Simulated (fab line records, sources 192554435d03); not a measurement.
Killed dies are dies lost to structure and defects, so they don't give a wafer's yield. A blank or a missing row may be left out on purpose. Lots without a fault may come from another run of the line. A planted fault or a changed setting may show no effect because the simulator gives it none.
fab line records | flow n5_finfet
record lots=5 wafers=15 last_day=18
route steps=1938 shown BEOL_M10@1486
lots that met no fault: from a run of the same line without faults
start_h: hours from the record's first day to the start of the lot's first wafer shown | wait_h: hours since the lot's step before | " the same as in the row above | L1.1+2: a row that stands for several wafers | - no value, or no start given | * or withheld: withheld | < > ~ a bound
route shown NAME@n: a module of which the file shows steps, and the number in the route of the first | usual: mean/standard deviation of fault-free wafers | same: alike in all rows | chamber/n: place in a boat | sites: the reading at each site | _std_site: their standard deviation | _edge_site: outer sites' mean less inner sites' | radius_mm: how far each site lies from the wafer's centre | mask NAME#n: copy n | behind: the tool/chamber that last shaped the wafer | hold: why the lot was held/for how many hours/how that ended | device: the transistor (n, p or np) that didn't switch | end of line: the same wafers' tests at the end of the route | a step without rows: its recipe alone | killed: dies lost to structure and defects at the first sort, not the wafer's yield | map: a wafer's dies, x killed, . not, _ none there
set.NAME: the setting as run; set.NAME@STEP: as run at that earlier step | model.NAME: the simulator's own value behind a step, which no gauge read
lots at some steps of the route; a table a step, a row a wafer
services: from which hour (start_h, from the record's first day; less than 0 if before it) a tool's chamber was out of use, for how many hours, and why
## steps
# step N5_BEOL_M10_DESCUM_16
# recipe chemistry=O2 time_s=7.9 source_power_w=50 bias_power_w=20 pressure_mtorr=20 rf_frequency_hz=2.712e+07 temp_c=40 resist=CAR-ArF o2_flow_sccm=225
# usual bias_power_w=20.00/0.064 drypump_motor_current_A=5.7/0.42 oes_product_au=0.81/0.094 rf_vpp_V=243.6/1.4 showerhead_plenum_p_Torr=2.12/0.082 throttle_valve_pct=20.45/0.27
# columns lot.wafer tool chamber start_h wait_h bias_power_w drypump_motor_current_A oes_product_au rf_hours_counter_h rf_vpp_V showerhead_plenum_p_Torr throttle_valve_pct
L075.3 rie_diel-05 2 221.74 0.1 20.01 6.1 0.72 188 245.1 2.18 20.74
L075.4 " 1 " " 20.02 5.5 0.67 - 243.6 2.05 20.56
L075.6 " 3 " " 20.03 6.1 0.72 - 243.1 2.00 20.50
L077.3 rie_diel-01 3 228.22 0.0 20.04 5.7 0.90 27 246.3 2.23 20.70
L077.4 " 1 " " 19.96 6.1 0.86 54 243.4 2.12 20.11
L077.6 " 0 " " 19.99 5.1 0.79 - 243.3 2.19 20.44
L076.3 rie_diel-01 1 228.51 0.2 20.04 6.1 0.86 55 243.9 2.12 20.12
L076.4 " 2 " " 19.95 5.5 0.86 60 244.2 2.12 20.31
L076.6 " 0 " " 19.98 5.2 0.78 - 244.8 2.19 20.44
L084.1 rie_diel-03 3 272.80 0.0 20.06 5.2 0.70 226 241.2 1.98 20.78
L084.2 " 2 " " 20.16 5.2 0.93 18 244.1 2.07 20.51
L084.3 " 0 " " 20.07 6.2 0.67 240 243.5 2.16 20.76
L096.1 rie_diel-03 0 372.58 0.0 20.00 6.2 0.94 12 242.7 2.15 20.34
L096.3 " 2 " " 19.93 5.2 0.88 49 243.0 2.06 20.56
L096.4 " 1 " " 19.96 6.1 0.86 56 242.8 2.03 19.89
# step N5_BEOL_M10_ETCH_61
# recipe chemistry=CF4 target=SiARC target_depth_a=390 mask_material=CAR-ArF time_s=65 ion_energy_ev=80 pressure_mtorr=40 source_w=545 bias_w=36 Ar_flow_sccm=100 cf4_flow_sccm=100 ends=cleared
# usual drypump_motor_current_A=5.7/0.43 etch_rf_on_time_s=65.4/1.5 oes_product_au=0.69/0.081 rf_vpp_V=184.4/1.3 showerhead_plenum_p_Torr=2.17/0.082 throttle_valve_pct=15.61/0.27
# columns lot.wafer tool chamber start_h wait_h drypump_motor_current_A etch_rf_on_time_s oes_product_au rf_hours_counter_h rf_vpp_V showerhead_plenum_p_Torr throttle_valve_pct
L075.3 rie_diel-05 2 221.78 0.0 6.1 65.9 0.62 188 185.5 2.21 15.81
L075.4 " 1 " " 5.5 67.6 0.57 - 182.5 2.11 15.89
L075.6 " 3 " " 6.1 63.7 0.62 - 182.8 2.03 15.69
L077.3 rie_diel-01 3 228.25 0.0 5.6 65.5 0.76 27 185.7 2.29 15.89
L077.4 " 1 " " 6.1 63.8 0.73 55 185.5 2.17 15.31
L077.6 " 0 " " 5.1 66.7 0.65 - 185.3 2.24 15.62
L076.3 rie_diel-01 1 228.54 0.0 6.1 64.5 0.73 55 184.5 2.17 15.31
L076.4 " 2 " " 5.5 66.3 0.73 60 185.1 2.17 15.41
L076.6 " 0 " " 5.1 67.0 0.65 - 186.1 2.24 15.63
L084.1 rie_diel-03 3 272.83 0.0 5.2 68.2 0.58 226 180.3 2.04 16.00
L084.2 " 2 " " 5.2 65.5 0.77 18 183.5 2.10 15.49
L084.3 " 0 " " 6.2 66.8 0.57 240 185.1 2.20 15.96
L096.1 rie_diel-03 0 372.61 0.0 6.2 64.8 0.78 12 185.0 2.20 15.50
L096.3 " 2 " " 5.2 64.9 0.74 49 184.0 2.09 15.56
L096.4 " 1 " " 6.1 66.2 0.74 56 183.0 2.09 15.13
# step N5_BEOL_M10_ETCH_62
# recipe chemistry=N2/H2 target=SOC target_depth_a=1100 overetch_a=220 mask_material=SiARC temp_c=40 time_s=165 ion_energy_ev=200 pressure_mtorr=30 source_w=840 bias_w=150 n2_flow_sccm=200 h2_flow_sccm=200
# usual drypump_motor_current_A=5.7/0.42 oes_product_au=0.69/0.075 rf_vpp_V=524.8/2.9 showerhead_plenum_p_Torr=2.57/0.1 throttle_valve_pct=17.78/0.24
# columns lot.wafer tool chamber start_h wait_h drypump_motor_current_A oes_product_au rf_hours_counter_h rf_vpp_V showerhead_plenum_p_Torr throttle_valve_pct
L075.3 rie_diel-05 2 221.83 0.0 6.1 0.62 188 527.4 2.63 18.02
L075.4 " 1 " " 5.5 0.57 - 523.1 2.48 17.91
L075.6 " 3 " " 6.1 0.60 - 519.9 2.40 17.76
L077.3 rie_diel-01 3 228.30 0.0 5.7 0.75 27 528.5 2.71 18.09
L077.4 " 1 " " 6.1 0.73 55 524.5 2.58 17.62
L077.6 " 0 " " 5.2 0.66 - 524.9 2.66 17.77
L076.3 rie_diel-01 1 228.59 0.0 6.1 0.73 55 525.0 2.58 17.63
L076.4 " 2 " " 5.6 0.73 60 525.3 2.59 17.69
L076.6 " 0 " " 5.2 0.65 - 527.1 2.66 17.77
L084.1 rie_diel-03 3 272.88 0.0 5.2 0.59 226 519.9 2.40 18.03
L084.2 " 2 " " 5.2 0.77 18 521.4 2.47 17.60
L084.3 " 0 " " 6.2 0.58 240 527.0 2.61 18.08
L096.1 rie_diel-03 0 372.66 0.0 6.2 0.78 12 524.1 2.60 17.63
L096.3 " 2 " " 5.2 0.74 49 521.5 2.46 17.65
L096.4 " 1 " " 6.1 0.74 56 521.1 2.48 17.37
# step N5_BEOL_M10_STRIP_68
# recipe chemistry=N2/H2 temp_c=40 n2_flow_sccm=200 h2_flow_sccm=200 rf_frequency_hz=6e+07
# columns lot.wafer tool chamber start_h wait_h
L075.3+4+6 rie_diel-05 2,1,3 221.96 0.1
L077.3+4+6 rie_diel-01 3,1,0 228.44 0.1
L076.3+4+6 rie_diel-01 1,2,0 228.73 0.1
L084.1+2+3 rie_diel-03 3,2,0 273.02 0.1
L096.1+3+4 rie_diel-03 0,2,1 372.80 0.1
# step N5_BEOL_M10_STRIP_67
# recipe chemistry=CF4 resist=SiARC power_w=300 bias_power_w=75 pressure_mtorr=50 cf4_flow_sccm=150 rf_frequency_hz=6e+07
# usual bias_power_w=75.03/0.23 drypump_motor_current_A=5.7/0.42 oes_product_au=0.81/0.088 rf_vpp_V=271.7/1.7 showerhead_plenum_p_Torr=1.82/0.069 throttle_valve_pct=13.59/0.29
# columns lot.wafer tool chamber start_h wait_h bias_power_w drypump_motor_current_A oes_product_au rf_hours_counter_h rf_vpp_V showerhead_plenum_p_Torr throttle_valve_pct
L075.3 rie_diel-05 2 221.97 0.0 74.80 6.1 0.73 188 272.9 1.84 13.79
L075.4 " 1 " " 74.92 5.5 0.68 - 270.8 1.78 13.93
L075.6 " 3 " " 74.73 6.1 0.72 - 268.9 1.71 13.74
L077.3 rie_diel-01 3 228.45 0.0 75.11 5.7 0.89 27 274.2 1.92 13.81
L077.4 " 1 " " 74.69 6.1 0.86 55 272.0 1.80 13.24
L077.6 " 0 " " 75.18 5.1 0.78 - 271.4 1.88 13.63
L076.3 rie_diel-01 1 228.74 0.0 75.12 6.1 0.85 55 271.5 1.80 13.25
L076.4 " 2 " " 74.99 5.6 0.85 60 270.8 1.82 13.39
L076.6 " 0 " " 75.09 5.1 0.78 - 272.6 1.88 13.60
L084.1 rie_diel-03 3 273.03 0.0 75.15 5.1 0.69 226 270.8 1.71 14.02
L084.2 " 2 " " 75.00 5.2 0.91 18 271.3 1.75 13.34
L084.3 " 0 " " 75.19 6.2 0.68 240 273.0 1.85 13.99
L096.1 rie_diel-03 0 372.81 0.0 75.00 6.2 0.91 12 270.9 1.85 13.45
L096.3 " 2 " " 75.21 5.2 0.86 49 268.5 1.74 13.46
L096.4 " 1 " " 74.97 6.1 0.87 56 270.5 1.76 13.11
# step N5_BEOL_M10_HM_OPEN_17
# recipe chemistry=Cl2/BCl3 target_depth_a=200 overetch_a=60 target=TiN mask_material=SOC ion_energy_ev=150 pressure_mtorr=10 icp_w=1000 bias_w=126 Cl2_flow_sccm=53.25 bcl3_flow_sccm=21.75 Ar_flow_sccm=25
# usual drypump_motor_current_A=5.97/0.26 oes_product_au=0.70/0.079 throttle_valve_pct=22.02/0.2
# columns lot.wafer tool chamber start_h wait_h drypump_motor_current_A oes_product_au rf_hours_counter_h throttle_valve_pct
L075.3 rie_metal-03 0 222.06 0.1 5.86 0.71 - 22.27
L075.4 " 1 " " 5.97 0.77 - 21.95
L075.6 " 1 " " 6.00 0.79 - 21.94
L077.3 rie_metal-03 0 228.52 0.1 5.82 0.71 - 22.27
L077.4 " 1 " " 5.96 0.76 - 21.94
L077.6 " 0 " " 5.85 0.71 - 22.28
L076.3 rie_metal-03 1 228.81 0.1 5.94 0.77 - 21.93
L076.4 " 0 " " 5.87 0.70 - 22.29
L076.6 " 1 " " 5.96 0.79 - 21.95
L084.1 rie_metal-03 0 273.13 0.1 5.86 0.69 31 22.30
L084.2 " 1 " " 5.96 0.74 8 21.97
L084.3 " 0 " " 5.84 0.68 - 22.31
L096.1 rie_metal-02 0 372.85 0.0 5.59 0.72 26 22.12
L096.3 " 1 " " 6.23 0.85 - 21.46
L096.4 " 0 " " 5.61 0.72 - 22.13
# step N5_BEOL_M10_STRIP_19
# recipe chemistry=O2 power_w=400 temp_c=40 pressure_mtorr=30 rf_frequency_hz=6e+07 bias_power_w=0 overash_fraction=0.2 o2_flow_sccm=225
# usual drypump_motor_current_A=5.8/0.39 oes_product_au=0.83/0.092 rf_vpp_V=3.7/0.66 showerhead_plenum_p_Torr=2.13/0.083 throttle_valve_pct=16.62/0.29
# same bias_power_w=0
# columns lot.wafer tool chamber start_h wait_h drypump_motor_current_A oes_product_au rf_hours_counter_h rf_vpp_V showerhead_plenum_p_Torr throttle_valve_pct
L075.3 rie_diel-01 2 222.15 0.1 5.6 0.86 58 3.1 2.13 16.51
L075.4 " 0 " " 5.2 0.79 115 4.0 2.19 16.67
L075.6 " 3 " " 5.7 0.91 - 2.6 2.23 16.87
L077.3 rie_diel-05 2 228.69 0.1 6.1 0.72 192 3.4 2.18 16.97
L077.4 " 1 " " 5.5 0.66 - 2.1 2.05 16.85
L077.6 " 2 " " 6.1 0.73 - 2.3 2.18 16.97
L076.3 rie_diel-01 2 228.89 0.1 5.6 0.86 60 3.7 2.13 16.50
L076.4 " 0 " " 5.2 0.78 117 3.7 2.19 16.67
L076.6 " 0 " " 5.2 0.79 - 3.9 2.19 16.65
L084.1 rie_diel-01 3 273.24 0.1 5.7 0.87 43 2.5 2.22 16.91
L084.2 " 0 " " 5.2 0.77 133 4.4 2.19 16.70
L084.3 " 2 " " 5.5 0.83 76 3.4 2.12 16.57
L096.1 rie_diel-03 1 373.00 0.1 6.1 0.85 56 4.4 2.04 16.16
L096.3 " 3 " " 5.2 0.97 7 4.4 2.24 16.59
L096.4 " 2 " " 5.2 0.87 49 3.6 2.06 16.71
# step N5_BEOL_M10_CD_MEAS_18
# recipe pitch_nm=140 target_cd_nm=70
# usual cd_nm=69.8/0.63
# columns lot.wafer tool chamber start_h wait_h cd_nm
L075.3 cd_sem-01 - 222.23 0.1 69.5
L075.4 " - " " 70.3
L075.6 " - " " 69.6
L077.3 cd_sem-01 - 228.76 0.1 70.1
L077.4 " - " " 69.0
L077.6 " - " " 69.7
L076.3 cd_sem-01 - 228.96 0.1 69.7
L076.4 " - " " 68.7
L076.6 " - " " 70.1
L084.1 cd_sem-03 - 273.31 0.0 69.9
L084.2 " - " " 70.3
L084.3 " - " " 70.4
L096.1 cd_sem-01 - 373.07 0.0 69.4
L096.3 " - " " 69.8
L096.4 " - " " 70.8
# step N5_BEOL_M10_COAT_63
# recipe resist=SOC temp_c=250 time_s=60 spin_rpm=1500 resist_thk_nm=100
# usual dispense_pressure_kPa=49.9/1.4 heater_power_total_W=500.4/1.8
# columns lot.wafer tool chamber start_h wait_h dispense_pressure_kPa heater_power_total_W
L075.3 litho_track-01 0 222.29 0.1 48.4 500.1
L075.4 " 0 " " 48.4 502.0
L075.6 " 0 " " 48.5 497.4
L076.3 litho_track-01 0 229.92 1.0 48.4 501.5
L076.4 " 0 " " 48.4 503.0
L076.6 " 0 " " 48.4 502.6
L077.3 litho_track-03 0 230.09 1.3 51.4 499.1
L077.4 " 0 " " 51.4 497.8
L077.6 " 0 " " 51.4 502.5
L084.1 litho_track-01 0 273.35 0.0 48.4 498.9
L084.2 " 0 " " 48.4 500.3
L084.3 " 0 " " 48.4 499.5
L096.1 litho_track-01 0 377.54 4.5 48.5 502.3
L096.3 " 0 " " 48.4 501.8
L096.4 " 0 " " 48.4 499.9
# step N5_BEOL_M10_COAT_64
# recipe resist=SiARC temp_c=220 time_s=60 spin_rpm=1500 resist_thk_nm=30
# usual dispense_pressure_kPa=49.9/1.4 heater_power_total_W=427.5/2.2
# columns lot.wafer tool chamber start_h wait_h dispense_pressure_kPa heater_power_total_W
L075.3 litho_track-01 0 - - 48.5 428.1
L075.4 " 0 " " 48.4 427.1
L075.6 " 0 " " 48.5 426.0
L076.3 litho_track-01 0 - - 48.5 430.9
L076.4 " 0 " " 48.5 430.2
L076.6 " 0 " " 48.5 424.4
L077.3 litho_track-03 0 - - 51.6 427.2
L077.4 " 0 " " 51.5 424.8
L077.6 " 0 " " 51.5 427.3
L084.1 litho_track-01 0 - - 48.5 431.0
L084.2 " 0 " " 48.5 430.0
L084.3 " 0 " " 48.5 424.1
L096.1 litho_track-01 0 - - 48.5 424.7
L096.3 " 0 " " 48.5 427.5
L096.4 " 0 " " 48.5 424.5
# step N5_BEOL_M10_COAT_22
# recipe resist=CAR-ArF spin_rpm=1500 resist_thk_nm=90
# usual dispense_pressure_kPa=49.9/1.4
# columns lot.wafer tool chamber start_h wait_h dispense_pressure_kPa
L075.3 litho_track-01 0 - - 48.5
L075.4 " 0 " " 48.4
L075.6 " 0 " " 48.4
L076.3 litho_track-01 0 - - 48.5
L076.4 " 0 " " 48.4
L076.6 " 0 " " 48.5
L077.3 litho_track-03 0 - - 51.5
L077.4 " 0 " " 51.4
L077.6 " 0 " " 51.5
L084.1 litho_track-01 0 - - 48.5
L084.2 " 0 " " 48.5
L084.3 " 0 " " 48.5
L096.1 litho_track-01 0 - - 48.4
L096.3 " 0 " " 48.4
L096.4 " 0 " " 48.4
# step N5_BEOL_M10_EBR_24
# recipe solvent=PGMEA ebr_width_mm=1.5
# columns lot.wafer tool chamber start_h wait_h
L075.3+4+6 litho_track-01 0 - -
L076.3+4+6 litho_track-01 0 - -
L077.3+4+6 litho_track-03 0 - -
L084.1+2+3 litho_track-01 0 - -
L096.1+3+4 litho_track-01 0 - -
# step N5_BEOL_M10_SOFTBAKE_23
# recipe temp_c=110 time_s=60 resist=CAR-ArF
# usual heater_power_total_W=175.6/1.6
# columns lot.wafer tool chamber start_h wait_h heater_power_total_W
L075.3 litho_track-01 0 - - 173.5
L075.4 " 0 " " 174.2
L075.6 " 0 " " 177.3
L076.3 litho_track-01 0 - - 175.2
L076.4 " 0 " " 174.6
L076.6 " 0 " " 176.8
L077.3 litho_track-03 0 - - 174.8
L077.4 " 0 " " 176.1
L077.6 " 0 " " 177.2
L084.1 litho_track-01 0 - - 177.2
L084.2 " 0 " " 173.4
L084.3 " 0 " " 176.9
L096.1 litho_track-01 0 - - 177.6
L096.3 " 0 " " 174.5
L096.4 " 0 " " 177.3
# step N5_BEOL_M10_EXPOSE_25
# recipe mask_id=V9 na=1.35 source_shape=annular sigma_inner=0.5 sigma_outer=0.8 polarization=unpolarized dose_mj=85.5
# usual exposure_dose_mJ_cm2=85.43/0.079 focus_offset_nm=0.1/0.49
# same na=1.35
# columns lot.wafer tool chamber start_h wait_h mask exposure_dose_mJ_cm2 focus_offset_nm
L075.3 arfi_scanner-01 0 222.55 - V9#0 85.41 -0.3
L075.4 " 0 " " V9#0 85.50 -0.1
L075.6 " 0 " " V9#0 85.47 0.3
L076.3 arfi_scanner-01 0 230.05 - V9#0 85.28 -0.3
L076.4 " 0 " " V9#0 85.43 0.5
L076.6 " 0 " " V9#0 85.36 0.6
L077.3 arfi_scanner-03 0 230.34 - V9#0 85.49 0.2
L077.4 " 0 " " V9#0 85.50 0.0
L077.6 " 0 " " V9#0 85.38 0.3
L084.1 arfi_scanner-02 0 273.59 - V9#0 85.38 0.3
L084.2 " 0 " " V9#0 85.35 -0.1
L084.3 " 0 " " V9#0 85.40 -0.1
L096.1 arfi_scanner-02 0 377.87 - V9#0 85.33 0.6
L096.3 " 0 " " V9#0 85.38 0.8
L096.4 " 0 " " V9#0 85.33 -0.2
# step N5_BEOL_M10_PEB_26
# recipe peb_temp_c=withheld peb_time_s=60 resist=CAR-ArF
# columns lot.wafer tool chamber start_h wait_h
L075.3+4+6 litho_track-01 0 222.60 0.0
L076.3+4+6 litho_track-05 0 230.10 0.0
L077.3+4+6 litho_track-01 0 230.40 0.0
L084.1+2+3 litho_track-03 0 273.65 0.1
L096.1+3+4 litho_track-01 0 377.93 0.1
# step N5_BEOL_M10_DEVELOP_27
# recipe develop_time_s=30 developer=TMAH resist=CAR-ArF rinse_liquid=diw dry=air_spin dev_temp_c=23
# columns lot.wafer tool chamber start_h wait_h
L075.3+4+6 litho_track-01 0 - -
L076.3+4+6 litho_track-05 0 - -
L077.3+4+6 litho_track-01 0 - -
L084.1+2+3 litho_track-03 0 - -
L096.1+3+4 litho_track-01 0 - -
# step N5_BEOL_M10_CD_MEAS_28
# recipe target_cd_nm=70 landing_energy_ev=500 detector=se_inlens polarity=opening
# usual cd_nm=69.8/0.91
# columns lot.wafer tool chamber start_h wait_h cd_nm
L075.3 cd_sem-03 0 222.67 - 69.3
L075.4 " 0 " " 69.1
L075.6 " 0 " " 69.4
L076.3 cd_sem-02 0 230.17 - 68.5
L076.4 " 0 " " 69.8
L076.6 " 0 " " 69.0
L077.3 cd_sem-02 0 230.46 - 71.8
L077.4 " 0 " " 71.7
L077.6 " 0 " " 71.1
L084.1 cd_sem-03 0 273.72 - 71.1
L084.2 " 0 " " 69.9
L084.3 " 0 " " 69.9
L096.1 cd_sem-03 0 378.00 - 69.1
L096.3 " 0 " " 70.1
L096.4 " 0 " " 70.3
# step N5_BEOL_M10_OVL_MEAS_29
# recipe points_per_wafer=44
# usual V9_OVL=-0.4/0.82
# columns lot.wafer tool chamber start_h wait_h V9_OVL[nm]
L075.3 overlay-01 0 222.70 0.0 0.0
L075.4 " 0 " " -0.8
L075.6 " 0 " " -1.0
L076.3 overlay-01 0 230.22 0.0 -0.9
L076.4 " 0 " " -0.6
L076.6 " 0 " " -1.4
L077.3 overlay-01 0 230.49 0.0 1.2
L077.4 " 0 " " 0.3
L077.6 " 0 " " 0.5
L084.1 overlay-01 0 273.75 0.0 -0.2
L084.2 " 0 " " 1.2
L084.3 " 0 " " 0.5
L096.1 overlay-01 0 378.03 0.0 -0.2
L096.3 " 0 " " -0.8
L096.4 " 0 " " -0.7
# step N5_BEOL_M10_INSPECT_30
# recipe mode=adi inspect_instrument=brightfield
# usual raw_defect_count=396/86
# columns lot.wafer tool chamber start_h wait_h raw_defect_count
L075.3 defect_inspect-01 - 222.72 0.0 387
L075.4 " - " " 380
L075.6 " - " " 338
L076.3 defect_inspect-02 - 230.25 0.0 464
L076.4 " - " " 351
L076.6 " - " " 474
L077.3 defect_inspect-01 - 230.52 0.0 500
L077.4 " - " " 538
L077.6 " - " " 334
L084.1 defect_inspect-01 - 273.77 0.0 281
L084.2 " - " " 260
L084.3 " - " " 340
L096.1 defect_inspect-02 - 378.05 0.0 312
L096.3 " - " " 371
L096.4 " - " " 484
# step N5_BEOL_M10_DESCUM_33
# recipe chemistry=O2 time_s=7.9 source_power_w=50 bias_power_w=20 pressure_mtorr=20 rf_frequency_hz=2.712e+07 temp_c=40 resist=CAR-ArF o2_flow_sccm=225
# usual bias_power_w=20.00/0.055 drypump_motor_current_A=5.7/0.42 oes_product_au=0.81/0.097 rf_vpp_V=243.6/1.6 showerhead_plenum_p_Torr=2.12/0.085 throttle_valve_pct=20.42/0.3
# columns lot.wafer tool chamber start_h wait_h bias_power_w drypump_motor_current_A oes_product_au rf_hours_counter_h rf_vpp_V showerhead_plenum_p_Torr throttle_valve_pct
L075.3 rie_diel-05 3 222.83 0.1 19.98 6.1 0.71 218 242.2 2.00 20.51
L075.4 " 3 " " 19.94 6.1 0.72 - 241.5 2.00 20.50
L075.6 " 2 " " 20.00 6.1 0.73 - 243.7 2.17 20.75
L076.3 rie_diel-05 2 230.28 0.0 19.96 6.1 0.73 192 244.4 2.17 20.74
L076.4 " 2 " " 19.98 6.1 0.73 - 245.1 2.17 20.77
L076.6 " 3 " " 20.04 6.1 0.71 - 241.0 1.99 20.53
L077.3 rie_diel-03 3 230.55 0.0 20.06 5.1 0.71 207 243.7 1.99 20.75
L077.4 " 0 " " 20.09 6.2 0.68 226 245.3 2.16 20.72
L077.6 " 2 " " 20.01 5.2 1.01 - 241.7 2.07 20.48
L084.1 rie_diel-01 0 273.81 0.0 19.99 5.2 0.76 133 244.0 2.18 20.47
L084.2 " 2 " " 19.96 5.5 0.85 76 243.5 2.12 20.34
L084.3 " 3 " " 20.00 5.7 0.88 43 246.7 2.22 20.73
L096.1 rie_diel-05 3 378.25 0.2 19.98 6.1 0.95 16 244.3 2.24 20.23
L096.3 " 0 " " 20.09 6.1 0.84 53 246.4 2.22 20.07
L096.4 " 1 " " 19.97 5.5 0.87 35 242.8 2.03 20.19
# step N5_BEOL_M10_ETCH_65
# recipe chemistry=CF4 target=SiARC target_depth_a=390 mask_material=CAR-ArF time_s=65 ion_energy_ev=80 pressure_mtorr=40 source_w=545 bias_w=36 Ar_flow_sccm=100 cf4_flow_sccm=100 ends=cleared
# usual drypump_motor_current_A=5.7/0.42 etch_rf_on_time_s=65.7/1.5 oes_product_au=0.69/0.084 rf_vpp_V=184.3/1.3 showerhead_plenum_p_Torr=2.16/0.084 throttle_valve_pct=15.59/0.29
# columns lot.wafer tool chamber start_h wait_h drypump_motor_current_A etch_rf_on_time_s oes_product_au rf_hours_counter_h rf_vpp_V showerhead_plenum_p_Torr throttle_valve_pct
L075.3 rie_diel-05 3 222.86 0.0 6.1 63.6 0.61 218 181.3 2.03 15.69
L075.4 " 3 " " 6.1 63.9 0.62 - 182.4 2.03 15.69
L075.6 " 2 " " 6.1 66.4 0.61 - 184.5 2.21 15.82
L076.3 rie_diel-05 2 230.32 0.0 6.1 65.6 0.62 192 184.3 2.20 15.81
L076.4 " 2 " " 6.1 66.5 0.61 - 182.9 2.20 15.82
L076.6 " 3 " " 6.1 64.4 0.61 - 181.7 2.03 15.68
L077.3 rie_diel-03 3 230.58 0.0 5.1 67.8 0.59 207 181.6 2.04 15.97
L077.4 " 0 " " 6.2 66.8 0.58 226 183.9 2.21 15.94
L077.6 " 2 " " 5.2 64.4 0.85 - 184.3 2.11 15.45
L084.1 rie_diel-01 0 273.84 0.0 5.1 67.8 0.63 133 184.2 2.23 15.64
L084.2 " 2 " " 5.5 66.4 0.70 76 184.7 2.16 15.45
L084.3 " 3 " " 5.7 65.8 0.73 43 185.4 2.28 15.91
L096.1 rie_diel-05 3 378.28 0.0 6.1 65.1 0.81 16 186.6 2.27 15.28
L096.3 " 0 " " 6.1 64.1 0.72 53 184.9 2.26 15.25
L096.4 " 1 " " 5.5 65.9 0.73 35 182.9 2.10 15.46
# step N5_BEOL_M10_ETCH_66
# recipe chemistry=N2/H2 target=SOC target_depth_a=1200 overetch_a=240 mask_material=SiARC temp_c=40 time_s=180 ion_energy_ev=200 pressure_mtorr=30 source_w=840 bias_w=150 n2_flow_sccm=200 h2_flow_sccm=200
# usual drypump_motor_current_A=5.7/0.42 oes_product_au=0.66/0.074 rf_vpp_V=524.6/3 showerhead_plenum_p_Torr=2.57/0.11 throttle_valve_pct=17.75/0.26
# columns lot.wafer tool chamber start_h wait_h drypump_motor_current_A oes_product_au rf_hours_counter_h rf_vpp_V showerhead_plenum_p_Torr throttle_valve_pct
L075.3 rie_diel-05 3 222.91 0.0 6.2 0.58 218 520.1 2.40 17.77
L075.4 " 3 " " 6.2 0.57 - 520.8 2.40 17.78
L075.6 " 2 " " 6.1 0.59 - 527.1 2.63 18.01
L076.3 rie_diel-05 2 230.37 0.0 6.1 0.59 192 526.0 2.63 18.01
L076.4 " 2 " " 6.1 0.59 - 527.0 2.63 18.02
L076.6 " 3 " " 6.1 0.58 - 519.8 2.40 17.78
L077.3 rie_diel-03 3 230.63 0.0 5.2 0.58 207 520.9 2.40 18.00
L077.4 " 0 " " 6.2 0.55 226 525.9 2.62 18.06
L077.6 " 2 " " 5.2 0.79 - 522.4 2.48 17.54
L084.1 rie_diel-01 0 273.89 0.0 5.2 0.61 133 528.5 2.65 17.77
L084.2 " 2 " " 5.5 0.68 76 523.9 2.58 17.70
L084.3 " 3 " " 5.7 0.70 43 527.9 2.70 18.11
L096.1 rie_diel-05 3 378.33 0.0 6.1 0.75 16 527.5 2.70 17.44
L096.3 " 0 " " 6.1 0.68 53 528.0 2.69 17.47
L096.4 " 1 " " 5.5 0.69 35 522.0 2.47 17.50
# step N5_BEOL_M10_STRIP_69
# recipe chemistry=N2/H2 temp_c=40 n2_flow_sccm=200 h2_flow_sccm=200 rf_frequency_hz=6e+07
# columns lot.wafer tool chamber start_h wait_h
L075.3+4+6 rie_diel-05 3,3,2 223.03 0.1
L076.3+4+6 rie_diel-05 2,2,3 230.48 0.1
L077.3+4+6 rie_diel-03 3,0,2 230.75 0.1
L084.1+2+3 rie_diel-01 0,2,3 274.01 0.1
L096.1+3+4 rie_diel-05 3,0,1 378.45 0.1
# step N5_BEOL_M10_VIA_ETCH_34
# recipe chemistry=C4F6/O2 target=SiCOH_lowk target_depth_a=1845 mask_material=SOC taper_deg=4 time_s=69.2 ion_energy_ev=250 pressure_mtorr=30 source_w=345 bias_w=185 Ar_flow_sccm=300 C4F6_flow_sccm=10 O2_flow_sccm=10
# usual drypump_motor_current_A=5.7/0.42 oes_product_au=0.81/0.097 rf_vpp_V=666/13 showerhead_plenum_p_Torr=2.87/0.11 throttle_valve_pct=20.87/0.28
# columns lot.wafer tool chamber start_h wait_h drypump_motor_current_A oes_product_au rf_hours_counter_h rf_vpp_V showerhead_plenum_p_Torr throttle_valve_pct
L075.3 rie_diel-05 3 223.04 0.0 6.1 0.71 218 643 2.69 20.79
L075.4 " 3 " " 6.1 0.71 - 642 2.69 20.79
L075.6 " 2 " " 6.1 0.73 - 681 2.94 21.12
L076.3 rie_diel-05 2 230.49 0.0 6.1 0.71 193 679 2.94 21.14
L076.4 " 2 " " 6.2 0.73 - 680 2.94 21.15
L076.6 " 3 " " 6.1 0.70 - 641 2.69 20.80
L077.3 rie_diel-03 3 230.76 0.0 5.1 0.70 207 665 2.70 21.17
L077.4 " 0 " " 6.2 0.67 226 674 2.93 21.14
L077.6 " 2 " " 5.2 0.99 - 662 2.82 20.93
L084.1 rie_diel-01 0 274.02 0.0 5.2 0.74 134 676 2.95 20.84
L084.2 " 2 " " 5.5 0.84 76 681 2.87 20.73
L084.3 " 3 " " 5.7 0.86 43 656 3.02 21.27
L096.1 rie_diel-05 3 378.46 0.0 6.1 0.94 16 651 3.00 20.52
L096.3 " 0 " " 6.1 0.85 53 652 3.01 20.56
L096.4 " 1 " " 5.5 0.85 35 651 2.77 20.69
# step N5_BEOL_M10_STRIP_73
# recipe chemistry=C4F6/O2 resist=SiARC rf_frequency_hz=6e+07
# columns lot.wafer tool chamber start_h wait_h
L075.3+4+6 rie_diel-05 3,3,2 223.09 0.0
L076.3+4+6 rie_diel-05 2,2,3 230.54 0.0
L077.3+4+6 rie_diel-03 3,0,2 230.81 0.0
L084.1+2+3 rie_diel-01 0,2,3 274.07 0.0
L096.1+3+4 rie_diel-05 3,0,1 378.51 0.0
## services
# columns tool chamber start_h hours kind
arfi_scanner-01 - 209.21 10.0 repair
arfi_scanner-02 - 212.02 0.8 pm
arfi_scanner-03 - 213.35 1.0 pm
rie_diel-01 - 216.73 1.2 repair
rie_metal-02 - 221.84 2.8 pm
arfi_scanner-03 - 222.91 4.9 pm
rie_metal-03 - 230.33 0.4 repair
arfi_scanner-02 - 232.26 1.3 pm
rie_diel-05 1 237.91 6.5 repair
arfi_scanner-01 - 247.91 1.0 pm
arfi_scanner-01 - 258.61 3.1 pm
rie_diel-03 0 258.93 7.9 repair
rie_diel-03 1 266.71 8.6 repair
arfi_scanner-01 - 278.00 1.0 pm
arfi_scanner-01 - 287.82 0.8 pm
rie_diel-03 1 289.50 8.2 repair
arfi_scanner-01 - 290.98 1.3 pm
rie_diel-05 1 308.63 4.9 repair
rie_diel-03 2 309.62 9.7 repair
arfi_scanner-02 - 310.60 0.8 pm
rie_diel-05 1 329.31 1.2 repair
arfi_scanner-02 - 342.37 0.3 repair
arfi_scanner-02 - 357.76 1.3 pm
arfi_scanner-02 - 363.61 1.0 pm
## key
fault none
